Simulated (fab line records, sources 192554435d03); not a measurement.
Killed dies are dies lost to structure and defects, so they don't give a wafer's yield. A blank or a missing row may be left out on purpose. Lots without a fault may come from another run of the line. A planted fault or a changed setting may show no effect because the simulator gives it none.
Split-lot experiment | flow n5_finfet | 7 lots, 21 wafers read, on a route of 1938 steps

THE SPLIT
At N5_BEOL_M11_PECVD_70 (deposits SiO2 from TEOS/O2, target thk 20 nm, time 22.7 s), the setting time_s was moved away from the recipe's 22.7 s on 6 of the 21 wafers read, by -12.2% to +13.1%. The other wafers ran this setting at the recipe's value.

FROM THE SPLIT TO THE READING: what the file shows between them, 21 steps
- N5_BEOL_M11_EXPOSE_08: exposes mask M11 (also split here: dose_mj)
- N5_BEOL_M11_PEB_09: peb time 60 s
- N5_BEOL_M11_DEVELOP_10: develop time 30 s
- N5_BEOL_M11_CD_MEAS_11: target cd 64.1 nm
- N5_BEOL_M11_DESCUM_16: chemistry O2, time 7.9 s
- N5_BEOL_M11_ETCH_61: etches SiARC in CF4, target depth 39 nm, time 65 s
- N5_BEOL_M11_ETCH_62: etches SOC in N2/H2, target depth 110 nm, overetch 22 nm, time 165 s
- N5_BEOL_M11_STRIP_68: strips in N2/H2
- N5_BEOL_M11_STRIP_67: strips in CF4
- N5_BEOL_M11_HM_OPEN_17: chemistry Cl2/BCl3, target TiN, target depth 20 nm, overetch 6 nm
- N5_BEOL_M11_STRIP_19: strips in O2
- N5_BEOL_M11_CD_MEAS_18: pitch 140 nm, target cd 70 nm
- N5_BEOL_M11_COAT_63: time 60 s, resist thk 100 nm
- N5_BEOL_M11_COAT_64: time 60 s, resist thk 30 nm
- N5_BEOL_M11_PRECLEAN_42: cleans in residue remover, time 60 s
- N5_BEOL_M11_SRD_43: time 30 s
- N5_BEOL_M11_CD_MEAS_35: target cd 70 nm
- N5_BEOL_M11_CURE_72: cures SiCOH lowk, time 120 s
- N5_BEOL_M11_DEGAS_44: time 60 s
- N5_BEOL_M11_ECD_50: material Cu, target thk 318 nm
- N5_BEOL_M11_ANNEAL_51: time 90 s

THE READING
barrier_field_endpoint_s, in s, at N5_BEOL_M11_CMP_52 (polishes, stops on SiCOH lowk, t overpolish 7 s, target thk 140 nm). Fault-free wafers of this fab line usually give 28.9 s, standard deviation 0.74 s.

wafer  | tool, chamber at the split | time_s as run, s | against the recipe | barrier_field_endpoint_s, s | against lot-mates on the recipe
L078.1 | pecvd-02, 2                | 22.7             | recipe             | 29.5                        | -
L078.6 | pecvd-02, 2                | 19.94            | -12.2%             | 24.5                        | -5.1
L078.5 | pecvd-02, 1                | 22.7             | recipe             | 29.8                        | -
L077.4 | pecvd-01, 2                | 22.7             | recipe             | 29.2                        | -
L077.2 | pecvd-01, 0                | 20.97            | -7.6%              | 26.5                        | -2.8
L077.6 | pecvd-01, 0                | 22.7             | recipe             | 29.3                        | -
L079.4 | pecvd-03, 1,2,0            | 22.7             | recipe             | 29.5                        | -
L079.6 | pecvd-03, 1,2,0            | 22.7             | recipe             | 30.1                        | -
L079.5 | pecvd-03, 1,2,0            | 22.7             | recipe             | 28.2                        | -
L082.4 | pecvd-01, 0                | 22.7             | recipe             | 28.4                        | -
L082.1 | pecvd-01, 0                | 22.7             | recipe             | 27.9                        | -
L082.6 | pecvd-01, 1                | 22.7             | recipe             | 29.3                        | -
L084.4 | pecvd-03, 2                | 22.7             | recipe             | 28.6                        | -
L084.3 | pecvd-03, 0                | 20.08            | -11.5%             | 26.3                        | -2.1
L084.5 | pecvd-03, 0                | 22.7             | recipe             | 28.2                        | -
L086.3 | pecvd-01, 2,1              | 22.7             | recipe             | 28.1                        | -
L086.2 | pecvd-01, 1                | 22.7             | recipe             | 28.0                        | -
L086.4 | pecvd-01, 2,1              | 22.7             | recipe             | 28.3                        | -
L089.1 | pecvd-02, 0                | 25.67            | +13.1%             | 31.0                        | no lot-mate on the recipe
L089.3 | pecvd-02, 2,0              | 25.67            | +13.1%             | 31.4                        | no lot-mate on the recipe
L089.5 | pecvd-02, 2,0              | 25.67            | +13.1%             | 31.0                        | no lot-mate on the recipe
Where a row lists several chambers, the file gives one row for several wafers and doesn't say which wafer went through which chamber.

THE FIT
A straight line over all 21 wafers: barrier_field_endpoint_s changes by +0.225 s for each +1% of time_s; r = +0.89; the points scatter about the line by 0.76 s.
The same after taking each lot's own level away (the mean of its wafers on the recipe; 18 wafers): +0.318 s for each +1%; r = +0.89; scatter 0.67 s.
On that fit, the largest move of time_s shifts the reading by 4.2 s.
The lots' own levels span 28.13 to 29.65 s, that is 2.0 times the standard deviation above.
So the lot-to-lot level changes the slope: the two fits differ.
Check: with one of the wafers moved furthest among these (-12.2%) left out of the fit, the line predicts -2.87 s for it against its lot-mates. It came out at -5.15 s against them.

OTHER SPLITS ON THESE WAFERS
These wafers also went through other splits before the reading. Each is held against what the fit with the lots' levels taken away leaves over:
other split on the same wafers | wafers away from the commonest value | r with barrier_field_endpoint_s (lot level and that fit taken away)
N5_BEOL_M10_PECVD_70 temp_c    | 8                                    | +0.27
N5_BEOL_M10_COAT_60 spin_rpm   | 6                                    | -0.02
N5_BEOL_M11_EXPOSE_08 dose_mj  | 8                                    | -0.37

THE WHOLE CHAIN: every reading that the file lists as answering this split, in the file's order
step                 | what it does                                                       | reading                                                                           | change (the file's fit)               | r (the file's)
N5_BEOL_M11_PECVD_70 | deposits SiO2 from TEOS/O2, target thk 20 nm, time 22.7 s          | SiO2_of_BEOL_M11_PECVD_70.thk_nm (the simulator's own value, which no gauge read) | +0.212 nm for each +1% of the setting | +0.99
N5_BEOL_M11_CMP_52   | polishes, stops on SiCOH lowk, t overpolish 7 s, target thk 140 nm | barrier_field_endpoint_s                                                          | +0.318 s for each +1% of the setting  | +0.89

THE FILE'S OWN FIT
barrier_field_endpoint_s changes by +0.318 s for each +1% of time_s, r = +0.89.
